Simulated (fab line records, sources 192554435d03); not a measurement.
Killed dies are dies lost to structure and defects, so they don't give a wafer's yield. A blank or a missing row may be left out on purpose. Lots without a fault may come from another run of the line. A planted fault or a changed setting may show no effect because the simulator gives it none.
Chamber matching | flow n5_finfet | N5_BEOL_M12_ETCH_59 on rie_diel-01: 4 sister chambers
The step etches BARC in N2/H2, target depth 89 nm, overetch 26.7 nm, time 67.9 s. 16 wafers are shown with their chamber, then 8 later ones without.

WAFERS WITH THEIR CHAMBER
wafer  | chamber | throttle_valve_pct (%) | drypump_motor_current_A (A) | showerhead_plenum_p_Torr (Torr)
L076.2 | 1       | 17.83                  | 6.1                         | 2.65
L076.3 | 0       | 17.39                  | 5.5                         | 2.58
L076.6 | 1       | 17.83                  | 6.1                         | 2.65
L077.1 | 1       | 17.87                  | 6.1                         | 2.65
L077.2 | 2       | 17.41                  | 5.9                         | 2.60
L077.4 | 0       | 17.39                  | 5.5                         | 2.58
L078.1 | 1       | 17.85                  | 6.1                         | 2.65
L078.2 | 0       | 17.43                  | 5.5                         | 2.58
L078.4 | 2       | 17.41                  | 5.9                         | 2.60
L081.3 | 3       | 18.14                  | 5.8                         | 2.57
L081.5 | 2       | 17.42                  | 5.8                         | 2.60
L081.6 | 1       | 17.86                  | 6.1                         | 2.65
L088.2 | 2       | 17.46                  | 5.9                         | 2.59
L088.3 | 0       | 17.43                  | 5.5                         | 2.57
L088.6 | 1       | 17.88                  | 6.1                         | 2.64
L089.1 | 1       | 17.89                  | 6.0                         | 2.64

SIGNATURES (means of the wafers above)
reading                  | chamber 0 | chamber 1 | chamber 2 | chamber 3 | scatter within a chamber
throttle_valve_pct       | 17.4100   | 17.8586   | 17.4250   | 18.1400   | 0.0234
drypump_motor_current_A  | 5.500     | 6.086     | 5.875     | 5.800     | 0.0366
showerhead_plenum_p_Torr | 2.5775    | 2.6471    | 2.5975    | 2.5700    | 0.00494
Rule: a wafer's distance from a chamber is the root of the sum, over the readings, of the square of ((its reading less the chamber's mean) divided by the reading's scatter). The wafer belongs to the nearest chamber; if the next one is less than 2 further off, it can't be placed. The scatter: the root of (the sum of the squares of (reading less its chamber's mean) over the shown wafers, divided by (wafers less chambers)).

WAFERS WITHOUT THEIR CHAMBER
wafer  | throttle_valve_pct (%) | drypump_motor_current_A (A) | showerhead_plenum_p_Torr (Torr)
L089.2 | 18.15                  | 5.7                         | 2.56
L089.4 | 17.45                  | 5.5                         | 2.57
L092.3 | 18.20                  | 5.7                         | 2.55
L092.4 | 17.46                  | 5.5                         | 2.56
L092.5 | 17.92                  | 6.0                         | 2.64
L095.3 | 17.48                  | 5.9                         | 2.58
L095.4 | 17.47                  | 5.5                         | 2.56
L095.5 | 17.90                  | 6.1                         | 2.63

WHICH CHAMBER EACH WENT THROUGH
wafer  | from the rows above | in truth
L089.2 | 3                   | 3
L089.4 | 0                   | 0
L092.3 | 3                   | 3
L092.4 | 0                   | 0
L092.5 | 1                   | 1
L095.3 | 2                   | 2
L095.4 | 0                   | 0
L095.5 | 1                   | 1
Placed correctly: 8 of 8. Can't be placed from these rows: 0. Placed wrongly: 0.
